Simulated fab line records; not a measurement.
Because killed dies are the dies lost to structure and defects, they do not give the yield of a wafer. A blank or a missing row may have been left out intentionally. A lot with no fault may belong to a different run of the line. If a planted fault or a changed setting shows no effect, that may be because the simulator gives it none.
fab line records	flow nandHarc
record: lots: 12	wafers: 36	lastDay: 33
route steps=1302 shown A_CHANNEL_FILL_D2@633 A_STAIRCASE@650 END@1302
lots that met no fault: taken from a fault-free run of the same line
startH: hours from the record's opening day to when the first of the lot's shown wafers began	waitH: hours elapsed since this lot's preceding step	" unchanged from the row above	L1.1+2: a single row standing in for several wafers	- no value, or no start given	* or withheld: withheld	< > ~ a bound
route shown NAME@n: names a module that has steps shown in the file, with the first one's number in the route	usual: the fault-free wafers' mean and standard deviation	same: alike in all rows	chamber/n: place in a boat	sites: the reading at each site	_std_site: the values' standard deviation	_edge_site: inner sites' mean taken away from outer sites' mean	radiusMm: for every site, how far away it sits from the centre of the wafer	mask NAME#n: copy n	behind: the tool/chamber that last shaped the wafer	hold: what put the lot on hold/how long, in hours/how the hold closed	device: transistor that didn't switch, given as n, p or np	end of line: tests run on the same wafers once the route is complete	where a step has no rows: the recipe by itself	killed: dies lost to structure and defects at the first sort, not the wafer's yield	map: the dies of a wafer, with x for killed, . for not killed, _ for no die there
set.NAME: setting as actually run; set.NAME@STEP: the setting as run at that earlier step	model.NAME: the simulator's own value behind a step, which no gauge read
one table for each step of the route and one row for each wafer, over a sample of lots
services: when a tool's chamber went out of use (startH, in hours from the record's first day, below 0 if earlier), for how many hours, and the reason
== steps ==
step: NHARC_A_CHANNEL_FILL_D2_CMP_10
recipe: targetThkNm: 150
usual: motorCurrentA: 12.7/0.95	retainingRingPressureFrac: 0.999/0.005	timeToEndpointS: 14.6/1.9
lot.wafer	tool	chamber	startH	waitH	motorCurrentA	retainingRingPressureFrac	timeToEndpointS
L789.1	cmp-04	2	350.88	0.4	12.0	0.995	14.2
L789.5	"	0	"	"	12.2	0.995	15.2
L789.6	"	1	"	"	11.2	0.999	10.9
L790.3	cmp-01	0	361.93	0.4	12.7	1.005	11.7
L790.4	"	1	"	"	14.2	1.007	16.2
L790.1	"	2	"	"	12.1	1.000	15.2
L792.2	cmp-03	0	374.63	0.4	11.9	1.000	16.2
L792.1	"	1	"	"	13.0	1.001	16.3
L792.6	"	1	"	"	13.0	0.994	14.7
L799.3	cmp-03	2	455.23	0.4	11.8	1.000	12.7
L799.4	"	3	"	"	14.8	1.006	11.7
L799.6	"	2	"	"	11.1	1.003	12.1
L801.2	cmp-01	0	464.44	0.4	13.0	1.003	14.3
L801.4	"	1	"	"	13.7	1.003	14.2
L801.5	"	1	"	"	13.7	1.004	15.3
L806.3	cmp-04	2	508.92	0.4	13.0	0.995	13.6
L806.2	"	3	"	"	13.3	1.000	14.1
L806.5	"	2	"	"	11.9	0.999	11.3
L805.4	cmp-01	3	508.94	0.4	12.4	1.003	14.9
L805.2	"	0	"	"	12.5	0.993	11.4
L805.5	"	3	"	"	11.8	1.000	13.7
L807.3	cmp-04	3	521.89	0.4	12.9	1.008	13.6
L807.6	"	2	"	"	12.3	1.000	11.7
L807.5	"	3	"	"	12.6	0.998	13.0
L808.1	cmp-01	2	544.38	0.4	12.4	1.002	14.7
L808.6	"	0	"	"	12.8	1.002	11.4
L808.5	"	1	"	"	13.2	1.004	13.1
L809.2	cmp-03	0	556.14	0.4	12.7	1.005	14.0
L809.4	"	2	"	"	11.8	0.999	15.8
L809.6	"	1	"	"	12.6	1.000	17.3
L810.3	cmp-01	1	561.59	0.4	14.3	1.001	13.7
L810.6	"	1	"	"	13.5	0.989	13.1
L810.5	"	2	"	"	12.0	1.000	14.1
L812.2	cmp-04	1	567.13	0.4	12.1	1.001	14.6
L812.3	"	2	"	"	12.6	1.001	15.9
L812.5	"	0	"	"	12.5	1.006	17.1
step: NHARC_A_STAIRCASE_DESCUM_168
recipe: timeS: 3	o2FlowSccm: 200	arFlowSccm: 0	biasPowerW: 0	chemistry: O2
usual: drypumpMotorCurrentA: 6.0/0.43	oesProductAu: 1.000/0.0078	rfVppV: 57.8/0.96	showerheadPlenumPTorr: 1.90/0.089	throttleValvePct: 11.312/0.0099
same: biasPowerW: 0
lot.wafer	tool	chamber	startH	waitH	drypumpMotorCurrentA	oesProductAu	rfHoursCounterH	rfVppV	showerheadPlenumPTorr	throttleValvePct
L789.1	rieDiel-12	1	352.68	-	6.2	1.005	31	56.1	1.77	11.312
L789.6	"	1	"	"	6.2	1.016	-	56.9	1.77	11.314
L789.5	"	2	"	"	6.3	1.012	-	58.0	1.89	11.317
L790.1	rieDiel-12	1	363.62	-	6.3	1.016	34	58.1	1.77	11.315
L790.3	"	3	"	"	5.9	1.000	36	58.0	2.06	11.311
L790.4	"	0	"	"	6.2	1.001	28	56.6	1.86	11.317
L792.2	rieDiel-13	1	376.54	-	6.4	1.011	5	56.6	1.78	11.308
L792.1	"	2	"	"	6.0	0.993	11	58.4	1.93	11.319
L792.6	"	2	"	"	6.0	0.991	-	57.7	1.93	11.326
L799.3	rieDiel-12	2	457.04	-	6.3	1.005	1	58.7	1.88	11.323
L799.4	"	3	"	"	5.9	0.997	1	58.4	2.05	11.315
L799.6	"	1	"	"	6.2	0.995	-	58.4	2.08	11.317
L801.2	rieDiel-13	3	466.02	-	6.6	0.995	43	56.3	1.82	11.331
L801.4	"	2	"	"	6.0	0.989	45	57.3	1.92	11.317
L801.5	"	3	"	"	6.6	0.990	-	57.2	1.82	11.319
L805.4	rieDiel-03	0	510.45	-	6.0	0.994	12	58.8	1.91	11.330
L805.2	"	1	"	"	5.2	0.995	22	58.9	2.05	11.325
L805.5	"	0	"	"	6.0	0.996	-	58.7	1.91	11.316
L806.2	rieDiel-12	2	510.76	-	6.3	1.003	20	57.2	1.88	11.313
L806.3	"	0	"	"	6.2	1.000	18	57.4	1.84	11.310
L806.5	"	2	"	"	6.3	0.995	-	59.3	1.88	11.309
L807.3	rieDiel-12	3	523.54	-	5.9	1.001	23	58.2	2.05	11.305
L807.6	"	2	"	"	6.3	1.009	-	57.9	1.88	11.310
L807.5	"	3	"	"	5.9	0.998	-	58.7	2.05	11.307
L808.1	rieDiel-03	3	546.00	-	6.2	0.996	32	58.3	1.88	11.316
L808.6	"	2	"	"	5.0	0.992	-	56.1	1.86	11.311
L808.5	"	3	"	"	6.1	0.997	-	57.4	1.88	11.307
L809.2	rieDiel-12	3	557.82	-	5.9	1.010	38	58.5	2.04	11.305
L809.4	"	0	"	"	6.2	1.000	33	56.6	1.84	11.316
L809.6	"	1	"	"	6.2	1.004	-	58.6	2.06	11.314
L810.3	rieDiel-03	0	563.27	-	6.0	1.004	28	58.5	1.90	11.318
L810.6	"	2	"	"	5.0	0.994	-	56.2	1.86	11.279
L810.5	"	1	"	"	5.2	1.000	-	59.4	2.05	11.330
L812.3	rieDiel-13	3	568.92	-	6.6	1.003	13	56.9	1.81	11.295
L812.2	"	0	"	"	6.0	1.000	13	59.5	1.91	11.311
L812.5	"	2	"	"	6.0	1.008	-	59.3	1.91	11.303
step: NHARC_A_STAIRCASE_TRIM_24
recipe: timeS: 211.2	o2FlowSccm: 500	arFlowSccm: 0	biasW: 0	chemistry: O2
usual: drypumpMotorCurrentA: 6.0/0.46	oesProductAu: 0.999/0.0069	rfVppV: 57.8/0.85	runLengthS: 232.41/0.28	showerheadPlenumPTorr: 3.52/0.15	throttleValvePct: 17.035/0.0093
same: biasW: 0
lot.wafer	tool	chamber	startH	waitH	drypumpMotorCurrentA	oesProductAu	rfHoursCounterH	rfVppV	runLengthS	showerheadPlenumPTorr	throttleValvePct
L789.1	rieDiel-03	2	356.15	-	5.0	1.001	17	56.9	232.56	3.46	17.039
L789.5	"	0	"	"	6.0	1.000	-	58.5	232.64	3.54	17.028
L789.6	"	1	"	"	5.2	0.998	-	59.9	232.18	3.80	17.032
L790.1	rieDiel-03	2	370.00	-	5.0	0.998	24	56.4	231.97	3.46	17.026
L790.3	"	3	"	"	6.1	1.008	24	56.9	232.45	3.51	17.023
L790.4	"	0	"	"	6.0	0.994	24	57.8	232.61	3.54	17.032
L792.1	rieDiel-13	2	380.40	-	6.0	0.992	11	57.4	232.39	3.55	17.036
L792.2	"	0	"	"	6.0	0.995	11	58.2	232.59	3.55	17.022
L792.6	"	2	"	"	6.0	0.998	-	57.2	232.29	3.55	17.039
L799.4	rieDiel-13	1	466.96	-	6.4	0.981	27	58.0	232.53	3.28	17.039
L799.3	"	0	"	"	6.0	0.994	26	58.2	291.64	3.54	17.024
L799.6	"	2	"	"	6.0	0.978	-	56.9	232.47	3.53	17.045
L801.4	rieDiel-13	0	469.58	-	6.0	1.002	27	57.7	291.43	3.54	17.032
L801.2	"	1	"	"	6.4	1.001	28	57.0	232.48	3.28	17.042
L801.5	"	0	"	"	6.0	1.002	-	59.1	291.48	3.54	17.036
L805.2	rieDiel-12	2	514.17	-	6.3	1.005	21	57.7	232.22	3.47	17.020
L805.4	"	3	"	"	5.9	1.005	18	58.1	232.42	3.76	17.021
L805.5	"	3	"	"	5.9	1.008	-	58.6	232.13	3.76	17.036
L806.2	rieDiel-03	1	514.57	-	5.2	1.010	24	57.6	232.58	3.76	17.024
L806.3	"	3	"	"	6.1	0.995	22	58.3	232.15	3.49	17.047
L806.5	"	0	"	"	6.0	0.993	-	57.7	232.31	3.51	17.032
L807.3	rieDiel-12	0	528.73	-	6.2	1.002	24	57.3	232.35	3.40	17.015
L807.5	"	2	"	"	6.3	1.011	-	57.1	232.63	3.46	17.037
L807.6	"	3	"	"	5.9	1.000	-	57.6	232.21	3.75	17.053
L808.1	rieDiel-13	0	550.09	-	6.0	1.008	9	57.6	232.50	3.53	17.010
L808.6	"	2	"	"	6.0	1.007	-	57.2	232.20	3.52	17.032
L808.5	"	3	"	"	6.6	0.992	-	58.7	232.31	3.36	17.030
L809.4	rieDiel-12	0	561.11	-	6.2	0.992	33	57.6	232.27	3.39	17.035
L809.2	"	2	"	"	6.3	0.989	42	57.1	232.44	3.46	17.045
L809.6	"	1	"	"	6.3	1.001	-	57.9	232.88	3.79	17.036
L810.3	rieDiel-12	1	566.79	-	6.2	0.996	40	58.3	232.75	3.78	17.032
L810.6	"	2	"	"	6.3	1.002	-	57.1	233.03	3.46	17.040
L810.5	"	3	"	"	5.9	1.001	-	57.6	231.78	3.75	17.034
L812.2	rieDiel-13	3	572.83	-	6.6	0.992	15	57.2	232.15	3.36	17.029
L812.3	"	2	"	"	6.0	1.011	14	59.2	232.51	3.52	17.022
L812.5	"	0	"	"	6.0	1.000	-	58.6	233.25	3.52	17.034
step: NHARC_A_STAIRCASE_ETCH_188
recipe: targetDepthA: 1000	timeS: 40.5	ionEnergyEv: 400	c4f8FlowSccm: 20	o2FlowSccm: 10	arFlowSccm: withheld	rfW: 600	biasW: 1000	chemistry: C4F8/O2
usual: biasW: 999.5/2.9	oesProductAu: 0.941/0.012	rfVppV: 896/5.8
lot.wafer	tool	chamber	startH	waitH	biasW	oesProductAu	rfHoursCounterH	rfVppV
L789.1	rieDiel-13	2	-	-	1000.2	0.939	2	895
L789.5	"	3	"	"	998.3	0.934	-	891
L789.6	"	0	"	"	997.4	0.940	-	898
L790.1	rieDiel-12	3	-	-	999.1	0.955	39	906
L790.3	"	0	"	"	997.8	0.939	31	894
L790.4	"	1	"	"	996.1	0.953	39	885
L792.1	rieDiel-12	3	-	-	997.4	0.951	42	904
L792.2	"	0	"	"	1002.3	0.938	34	892
L792.6	"	0	"	"	999.2	0.943	-	893
L799.3	rieDiel-12	2	-	-	996.9	0.949	6	893
L799.4	"	0	"	"	1001.9	0.953	4	892
L799.6	"	2	"	"	994.7	0.956	-	894
L801.2	rieDiel-03	3	-	-	1005.6	0.949	1	895
L801.4	"	0	"	"	1003.6	0.935	1	896
L801.5	"	1	"	"	998.2	0.949	-	904
L805.2	rieDiel-12	0	-	-	1003.6	0.939	19	891
L805.4	"	2	"	"	999.7	0.960	22	893
L805.5	"	0	"	"	1003.5	0.935	-	891
L806.3	rieDiel-13	2	-	-	1001.3	0.944	58	896
L806.2	"	3	"	"	1001.5	0.952	57	890
L806.5	"	1	"	"	998.5	0.949	-	888
L807.3	rieDiel-03	3	-	-	1000.8	0.951	28	893
L807.5	"	1	"	"	1000.8	0.925	-	903
L807.6	"	2	"	"	1002.4	0.938	-	892
L808.1	rieDiel-03	3	-	-	1000.0	0.960	34	893
L808.6	"	0	"	"	993.4	0.955	-	896
L808.5	"	1	"	"	995.6	0.941	-	903
L809.4	rieDiel-12	1	-	-	999.0	0.966	39	907
L809.2	"	3	"	"	999.8	0.942	39	903
L809.6	"	0	"	"	997.9	0.954	-	892
L810.3	rieDiel-13	3	-	-	997.7	0.928	14	891
L810.5	"	2	"	"	1001.2	0.930	-	895
L810.6	"	3	"	"	998.2	0.927	-	891
L812.3	rieDiel-03	3	-	-	1005.7	0.954	38	894
L812.2	"	1	"	"	1004.1	0.953	35	904
L812.5	"	2	"	"	1003.5	0.938	-	893
step: NHARC_END_SORT_01
recipe: tempC: 25
usual: killedAtArray: 51/17	killedAtOther: 1.6/2.1	killedAtPeriphery: 4/3.2	killedDies: 57/18	killedOpen: 2.9/1.7	killedShort: 2.3/1.3
same: grossDies: 677
lot.wafer	tool	chamber	startH	waitH	killedAtArray	killedAtOther	killedAtPeriphery	killedDies	killedOpen	killedShort
L801.2	prober-02	0	684.34	2.8	61	1	3	65	6	3
L801.4	prober-02	0	685.92	3.4	258	2	2	262	3	2
L801.5	prober-02	0	686.71	3.7	325	3	3	331	4	1
L799.3	prober-01	0	685.22	3.1	253	2	5	260	0	3
L799.4	prober-01	0	686.02	3.4	25	0	4	29	1	1
L799.6	prober-01	0	687.64	4.0	23	2	5	30	5	3
killed by level:class
L801.2 A_CHANNEL_HOLE_D1:chamberFilmFlake=20 A_SLIT:chamberFilmFlake=19 A_STAIRCASE:chamberFilmFlake=10 A_CONTACT:chamberFilmFlake=3 A_ONON_D1:geometricParticle:open=2 P_CONTACT:geometricParticle:open=1 P_M0:geometricParticle:open=1 A_DECK1_JOINT:geometricParticle:short=1
L799.3 A_STAIRCASE:areaTrim=235 A_CONTACT:chamberFilmFlake=8 P_M2:chamberFilmFlake=4 A_CHANNEL_HOLE_D1:chamberFilmFlake=4 THIN_TSV:chamberFilmFlake=2 P_GATE:geometricParticle:short=1 A_CHANNEL_FILL_D2:geometricParticle:short=1 A_M0:geometricParticle:short=1
L801.4 A_STAIRCASE:areaTrim=199 A_CHANNEL_HOLE_D1:chamberFilmFlake=22 A_SLIT:chamberFilmFlake=18 A_CONTACT:chamberFilmFlake=6 A_STAIRCASE:chamberFilmFlake=5 A_ONON_D2:geometricParticle:short=2 A_WL_FILL:chamberFilmFlake=2 THIN_TSV:chamberFilmFlake=2
L799.4 A_CONTACT:chamberFilmFlake=10 A_CHANNEL_HOLE_D1:chamberFilmFlake=5 A_STAIRCASE:chamberFilmFlake=4 P_M2:chamberFilmFlake=3 A_WL_FILL:geometricParticle:open=1 A_CONTACT:geometricParticle:short=1 P_M1:chamberFilmFlake=1 A_ZERO_WELL:chamberFilmFlake=1
L801.5 A_STAIRCASE:areaTrim=250 A_CHANNEL_HOLE_D1:chamberFilmFlake=30 A_SLIT:chamberFilmFlake=23 A_STAIRCASE:chamberFilmFlake=7 A_WL_FILL:chamberFilmFlake=6 A_CONTACT:chamberFilmFlake=3 THIN_TSV:chamberFilmFlake=3 A_DECK1_JOINT:chamberFilmFlake=2
L799.6 A_CHANNEL_HOLE_D1:chamberFilmFlake=7 A_CONTACT:chamberFilmFlake=5 P_M2:chamberFilmFlake=3 A_ZERO_WELL:chamberFilmFlake=2 A_STAIRCASE:chamberFilmFlake=2 THIN_TSV:chamberFilmFlake=2 P_GATE:geometricParticle:open=1 A_ONON_D1:geometricParticle:short=1
== services ==
tool	chamber	startH	hours	kind
rieDiel-12	0	328.95	3.0	repair
rieDiel-03	1	334.10	4.4	repair
rieDiel-13	-	342.08	9.0	pm
cmp-04	-	355.37	11.4	repair
rieDiel-13	1	358.12	7.6	repair
rieDiel-13	3	361.39	11.8	repair
rieDiel-13	1	377.44	22.5	repair
cmp-01	-	388.13	4.0	pm
rieDiel-13	0	393.35	49.3	repair
cmp-04	-	405.00	4.0	pm
cmp-01	-	433.08	1.7	repair
rieDiel-13	1	441.15	3.3	repair
rieDiel-12	-	446.18	9.0	pm
rieDiel-13	1	448.55	5.9	repair
rieDiel-03	-	458.33	9.0	pm
cmp-01	-	468.67	0.5	repair
cmp-01	-	486.13	4.0	pm
rieDiel-12	-	488.80	1.9	repair
rieDiel-12	2	505.50	4.2	repair
rieDiel-13	-	519.08	9.0	pm
rieDiel-03	1	519.91	10.9	repair
cmp-01	-	534.57	1.1	repair
rieDiel-03	3	561.84	2.6	repair
cmp-01	-	564.83	2.3	repair
== key ==
firstSign: step: NHARC_A_STAIRCASE_TRIM_24	reading: runLengthS	direction: up	sigmas: 99+	usual: *	struck: *
effect: step: NHARC_END_SORT_01	reading: killedAtArray	direction: up	sigmas: 13	usual: 51	struck: 279
moreKillsBornAt: NHARC_A_STAIRCASE_TRIM_24@rieDiel-13: 684
metAt NHARC_A_STAIRCASE_TRIM_24
struckLots L799,L801
struckWafers L799.3,L801.4,L801.5
testerLeftOut L799,L801
notActingAt NHARC_A_CHANNEL_FILL_D2_CMP_10,NHARC_A_STAIRCASE_DESCUM_168,NHARC_A_STAIRCASE_ETCH_188
onsetBetween 380.40 466.96
fault: kind: processParameterDrift	tool: rieDiel-13	chamber: 0	onsetH: 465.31	steps: NHARC_A_STAIRCASE_TRIM_24	channel: timeS	offset: *	shape: step	endH: 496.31	actsIn: *	stated: *
testerLeftOut: of these lots the tester's yield and bins aren't shown, on N5 and GAA mostly nor the transistor test; their killed dies are dies lost to structure and defects alone, not to doping, threshold or leakage, so they don't give the yield
